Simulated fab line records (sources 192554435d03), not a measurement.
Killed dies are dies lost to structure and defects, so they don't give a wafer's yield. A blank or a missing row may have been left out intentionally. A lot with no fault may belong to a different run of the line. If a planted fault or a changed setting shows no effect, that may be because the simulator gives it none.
Split-lot study    flow n5 finfet    on a route of 1938 steps: 7 lots, 21 wafers read

## ABOUT THE SPLIT
At N5_BEOL_M8_TRENCH_ETCH_37 (etches SiCOH lowk in C4F6/O2, target depth 93.478 nm, time 31.2 s), the setting bias w was moved away from the recipe's 185 W on 4 of the 21 wafers read, by -15.0% to +11.5%. The other wafers ran this setting at the recipe's value.

The reading is taken at the split's own step.

## THE READING
rf vpp V, in V, at N5_BEOL_M8_TRENCH_ETCH_37 (etches SiCOH lowk in C4F6/O2, target depth 93.478 nm, time 31.2 s). On this fab line, fault-free wafers typically give 667 V with a standard deviation of 9.2 V.

wafer   tool, chamber at the split  bias w as run, W  against the recipe  rf vpp V, V  against lot-mates on the recipe
L080.1  rie diel-03, 2              185               recipe              670          -
L080.4  rie diel-03, 1              185               recipe              654          -
L080.6  rie diel-03, 3              185               recipe              665          -
L081.3  rie diel-04, 3              185               recipe              661          -
L081.4  rie diel-04, 1              157.2             -15.0%              580          -84
L081.5  rie diel-04, 2              185               recipe              668          -
L085.3  rie diel-05, 3              185               recipe              654          -
L085.4  rie diel-05, 2              185               recipe              680          -
L085.5  rie diel-05, 3              185               recipe              653          -
L089.2  rie diel-05, 2              185               recipe              680          -
L089.4  rie diel-05, 3              185               recipe              652          -
L089.5  rie diel-05, 1              185               recipe              678          -
L092.1  rie diel-04, 2              206.2             +11.5%              727          +65
L092.4  rie diel-04, 1              185               recipe              661          -
L092.6  rie diel-04, 3              185               recipe              663          -
L095.3  rie diel-05, 1              171.6             -7.2%               638          -40
L095.4  rie diel-05, 2              185               recipe              678          -
L095.5  rie diel-05, 1              171.6             -7.2%               637          -41
L094.3  rie diel-05, 0              185               recipe              662          -
L094.4  rie diel-05, 3              185               recipe              653          -
L094.5  rie diel-05, 2              185               recipe              678          -

THE FIT
A straight line over all 21 wafers: rf vpp V changes by +5.2 V for each +1% of bias w; r = +0.93; the points scatter about the line by 10 V.
The same after taking each lot's own level away (the mean of its wafers on the recipe; 21 wafers): +5.63 V for each +1%; r = +0.95; scatter 8.7 V.
On that fit, the largest move of bias w shifts the reading by 85 V.
The lots' own levels span 662.0 to 678.0 V, that is 1.7 times the standard deviation above.
Hence the lot-to-lot level has little effect on the slope; both slopes agree.
Check: with one of the wafers moved furthest among these (-15.0%) left out of the fit, the line predicts -84.7 V for it against its lot-mates. It came out at -84.5 V against them.
Tool readings at the split's step, against how far the setting was moved: rf vpp V r = +0.93.

## OTHER SPLITS APPLIED TO THESE WAFERS
These wafers also went through other splits before the reading. Each is held against what the fit with the lots' levels taken away leaves over:
other split on the same wafers  wafers away from the commonest value  r with rf vpp V (lot level and that fit taken away)
N5_BEOL_M8_EXPOSE_08 dose mj    7                                     -0.09
N5_BEOL_M8_DESCUM_33 time s     10                                    +0.07

## FILE'S OWN FIT
rf vpp V changes by +5.65 V for each +1% of bias w, r = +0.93.
